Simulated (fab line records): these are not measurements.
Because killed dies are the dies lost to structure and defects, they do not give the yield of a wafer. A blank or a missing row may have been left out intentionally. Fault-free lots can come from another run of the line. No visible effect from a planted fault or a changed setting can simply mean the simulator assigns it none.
Split-lot experiment / flow n5-finfet / 21 wafers read from 7 lots, route of 1938 steps

## THE SPLIT ITSELF
At N5_FIN_SAQP_PECVD_06 (deposits a-Si from SiH4/He, target thk 60 nm, time 48.1 s), the setting time-s was moved away from the recipe's 48.1 s on 4 of the 21 wafers read, by -8.3% to +6.7%. All remaining wafers had this setting at the recipe value.

The reading is taken at the split's own step.

## THE READING
a-Si_of_FIN_SAQP_PECVD_06.thk-nm (the simulator's own value, which no gauge read), in nm, at N5_FIN_SAQP_PECVD_06 (deposits a-Si from SiH4/He, target thk 60 nm, time 48.1 s). No usual value for it is given in the file. The 17 wafers here that ran the recipe average 59.88 nm, standard deviation 1.1 nm.

wafer=L077.1; tool, chamber at the split=pecvd-02, 1; time-s as run, s=44.11; against the recipe=-8.3%; a-Si_of_FIN_SAQP_PECVD_06.thk-nm, nm=54.72; against lot-mates on the recipe=-5.52
wafer=L077.3; tool, chamber at the split=pecvd-02, 0; time-s as run, s=48.1; against the recipe=recipe; a-Si_of_FIN_SAQP_PECVD_06.thk-nm, nm=60.13; against lot-mates on the recipe=-
wafer=L077.5; tool, chamber at the split=pecvd-02, 1; time-s as run, s=48.1; against the recipe=recipe; a-Si_of_FIN_SAQP_PECVD_06.thk-nm, nm=60.35; against lot-mates on the recipe=-
wafer=L078.1; tool, chamber at the split=pecvd-01, 1; time-s as run, s=48.1; against the recipe=recipe; a-Si_of_FIN_SAQP_PECVD_06.thk-nm, nm=58.95; against lot-mates on the recipe=-
wafer=L078.2; tool, chamber at the split=pecvd-01, 0; time-s as run, s=48.1; against the recipe=recipe; a-Si_of_FIN_SAQP_PECVD_06.thk-nm, nm=58.39; against lot-mates on the recipe=-
wafer=L078.6; tool, chamber at the split=pecvd-01, 2; time-s as run, s=48.1; against the recipe=recipe; a-Si_of_FIN_SAQP_PECVD_06.thk-nm, nm=60.16; against lot-mates on the recipe=-
wafer=L079.2; tool, chamber at the split=pecvd-02, 1; time-s as run, s=48.1; against the recipe=recipe; a-Si_of_FIN_SAQP_PECVD_06.thk-nm, nm=60.43; against lot-mates on the recipe=-
wafer=L079.3; tool, chamber at the split=pecvd-02, 2; time-s as run, s=46.12; against the recipe=-4.1%; a-Si_of_FIN_SAQP_PECVD_06.thk-nm, nm=56.49; against lot-mates on the recipe=-3.94
wafer=L079.5; tool, chamber at the split=pecvd-02, 1; time-s as run, s=46.12; against the recipe=-4.1%; a-Si_of_FIN_SAQP_PECVD_06.thk-nm, nm=58.71; against lot-mates on the recipe=-1.72
wafer=L080.1; tool, chamber at the split=pecvd-01, 2; time-s as run, s=48.1; against the recipe=recipe; a-Si_of_FIN_SAQP_PECVD_06.thk-nm, nm=60.42; against lot-mates on the recipe=-
wafer=L080.2; tool, chamber at the split=pecvd-01, 0; time-s as run, s=51.3; against the recipe=+6.7%; a-Si_of_FIN_SAQP_PECVD_06.thk-nm, nm=63.54; against lot-mates on the recipe=+2.91
wafer=L080.6; tool, chamber at the split=pecvd-01, 2; time-s as run, s=48.1; against the recipe=recipe; a-Si_of_FIN_SAQP_PECVD_06.thk-nm, nm=60.84; against lot-mates on the recipe=-
wafer=L083.3; tool, chamber at the split=pecvd-03, 2; time-s as run, s=48.1; against the recipe=recipe; a-Si_of_FIN_SAQP_PECVD_06.thk-nm, nm=60.93; against lot-mates on the recipe=-
wafer=L083.4; tool, chamber at the split=pecvd-03, 1; time-s as run, s=48.1; against the recipe=recipe; a-Si_of_FIN_SAQP_PECVD_06.thk-nm, nm=61.46; against lot-mates on the recipe=-
wafer=L083.6; tool, chamber at the split=pecvd-03, 2; time-s as run, s=48.1; against the recipe=recipe; a-Si_of_FIN_SAQP_PECVD_06.thk-nm, nm=61.58; against lot-mates on the recipe=-
wafer=L084.2; tool, chamber at the split=pecvd-03, 1; time-s as run, s=48.1; against the recipe=recipe; a-Si_of_FIN_SAQP_PECVD_06.thk-nm, nm=58.93; against lot-mates on the recipe=-
wafer=L084.5; tool, chamber at the split=pecvd-03, 2; time-s as run, s=48.1; against the recipe=recipe; a-Si_of_FIN_SAQP_PECVD_06.thk-nm, nm=59.26; against lot-mates on the recipe=-
wafer=L084.6; tool, chamber at the split=pecvd-03, 0; time-s as run, s=48.1; against the recipe=recipe; a-Si_of_FIN_SAQP_PECVD_06.thk-nm, nm=60.1; against lot-mates on the recipe=-
wafer=L090.1; tool, chamber at the split=pecvd-02, 2; time-s as run, s=48.1; against the recipe=recipe; a-Si_of_FIN_SAQP_PECVD_06.thk-nm, nm=57.98; against lot-mates on the recipe=-
wafer=L090.5; tool, chamber at the split=pecvd-02, 2; time-s as run, s=48.1; against the recipe=recipe; a-Si_of_FIN_SAQP_PECVD_06.thk-nm, nm=58.28; against lot-mates on the recipe=-
wafer=L090.6; tool, chamber at the split=pecvd-02, 0; time-s as run, s=48.1; against the recipe=recipe; a-Si_of_FIN_SAQP_PECVD_06.thk-nm, nm=59.84; against lot-mates on the recipe=-

FIT RESULTS
A straight line over all 21 wafers: a-Si_of_FIN_SAQP_PECVD_06.thk-nm changes by +0.584 nm for each +1% of time-s; r = +0.83; the points scatter about the line by 1.1 nm.
The same after taking each lot's own level away (the mean of its wafers on the recipe; 21 wafers): +0.594 nm for each +1%; r = +0.92; scatter 0.67 nm.
According to that fit, moving time-s by its largest amount changes the reading by 4.9 nm.
From 58.700 to 61.323 nm: that is the span of the lots' own levels, equal to 2.5 times the standard deviation above.
Hence the lot-to-lot level has little effect on the slope; both slopes agree.
Check: with one of the wafers moved furthest among these (-8.3%) left out of the fit, the line predicts -4.61 nm for it against its lot-mates. Against them it came out at -5.52 nm.

## FURTHER SPLITS ON THESE WAFERS
These wafers also went through other splits before the reading. Each is held against what the fit with the lots' levels taken away leaves over:
other split on the same wafers=N5_ZERO_LAYER_ETCH_18 icp-w; wafers away from the commonest value=6; r with a-Si_of_FIN_SAQP_PECVD_06.thk-nm (lot level and that fit taken away)=+0.04
other split on the same wafers=N5_WELL_APT_COAT_02 spin-rpm; wafers away from the commonest value=5; r with a-Si_of_FIN_SAQP_PECVD_06.thk-nm (lot level and that fit taken away)=+0.08
other split on the same wafers=N5_PMOS_HMC_CHANNEL_EPI_COAT_31 spin-rpm; wafers away from the commonest value=5; r with a-Si_of_FIN_SAQP_PECVD_06.thk-nm (lot level and that fit taken away)=-0.17
other split on the same wafers=N5_PMOS_HMC_CHANNEL_EPI_COAT_03 spin-rpm; wafers away from the commonest value=5; r with a-Si_of_FIN_SAQP_PECVD_06.thk-nm (lot level and that fit taken away)=+0.09

## THE WHOLE CHAIN: every reading that the file lists as answering this split, in the file's order
step=N5_FIN_SAQP_PECVD_06; what it does=deposits a-Si from SiH4/He, target thk 60 nm, time 48.1 s; reading=a-Si_of_FIN_SAQP_PECVD_06.thk-nm (the simulator's own value, which no gauge read); change (the file's fit)=+0.591 nm for each +1% of the setting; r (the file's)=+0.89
step=N5_FIN_SAQP_THK_MEAS_07; what it does=; reading=thk-nm; change (the file's fit)=withheld for each +1% of the setting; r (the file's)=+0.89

## FILE'S OWN FIT
a-Si_of_FIN_SAQP_PECVD_06.thk-nm changes by +0.591 nm for each +1% of time-s, r = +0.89.
